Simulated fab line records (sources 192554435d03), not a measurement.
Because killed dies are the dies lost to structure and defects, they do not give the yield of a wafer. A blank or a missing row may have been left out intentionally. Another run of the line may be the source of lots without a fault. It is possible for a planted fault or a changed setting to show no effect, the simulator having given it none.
Matching of chambers -- flow n5_finfet -- rie_diel-03 running N5_BEOL_M4_VIA_ETCH_34: 4 sister chambers
The step etches the open film in C4F6/O2, target depth 69.4 nm, time 65.9 s. 24 wafers are shown with their chamber, then 12 later ones without.

## WAFERS WITH THEIR CHAMBER
wafer,chamber,rf_vpp_V (V),throttle_valve_pct (%),oes_product_au (a.u.)
L076.3,0,650,30.68,0.93
L076.4,3,689,30.84,0.70
L076.6,0,651,30.70,0.93
L077.1,1,655,31.04,0.97
L077.4,0,651,30.70,0.91
L077.5,1,658,31.04,0.97
L079.4,1,658,31.04,0.96
L079.5,0,651,30.71,0.91
L079.6,3,687,30.84,0.69
L081.1,1,654,31.04,0.95
L081.2,0,650,30.72,0.91
L081.3,2,668,30.80,0.86
L082.1,1,657,31.04,0.93
L082.2,3,687,30.85,0.68
L082.3,2,670,30.82,0.84
L085.1,3,687,30.86,0.68
L085.4,0,651,30.70,0.91
L085.6,0,650,30.71,0.90
L083.2,1,657,31.05,0.94
L083.4,3,686,30.85,0.69
L083.5,2,668,30.81,0.85
L089.1,2,669,30.83,0.83
L089.4,3,686,30.88,0.67
L089.5,3,686,30.86,0.67

SIGNATURES (averages over the wafers above)
reading,chamber 0,chamber 1,chamber 2,chamber 3,scatter within a chamber
rf_vpp_V,650.57,656.50,668.75,686.86,1.11
throttle_valve_pct,30.7029,31.0417,30.8150,30.8543,0.0116
oes_product_au,0.9143,0.9533,0.8450,0.6829,0.0129
Rule: distance of a wafer from a chamber = root of the sum over the readings of ((wafer's reading minus chamber's mean) / reading's scatter) squared. The wafer belongs to the nearest chamber; if the next one is less than 2 further off, it can't be placed. How the scatter is found: for the shown wafers, subtract from each reading the mean of its chamber, square and add these, divide the total by (wafers less chambers), then take the root.

## WAFERS WITHOUT THEIR CHAMBER
wafer,rf_vpp_V (V),throttle_valve_pct (%),oes_product_au (a.u.)
L087.3,688,30.86,0.68
L087.5,687,30.86,0.67
L087.6,651,30.74,0.87
L093.1,668,30.83,0.82
L093.2,656,31.05,0.90
L093.4,687,30.88,0.67
L095.1,688,30.88,0.67
L095.2,657,31.07,0.89
L095.3,650,30.73,0.87
L096.1,668,30.85,0.79
L096.3,655,31.07,0.87
L096.4,648,30.75,0.84

## THE CHAMBER EACH PASSED THROUGH
wafer,from the rows above,in truth
L087.3,3,3
L087.5,3,3
L087.6,0,0
L093.1,2,2
L093.2,1,1
L093.4,3,3
L095.1,3,3
L095.2,1,1
L095.3,0,0
L096.1,2,2
L096.3,1,1
L096.4,0,0
12 of 12 placed correctly. Not placeable from these rows: 0. Placed wrongly: 0.
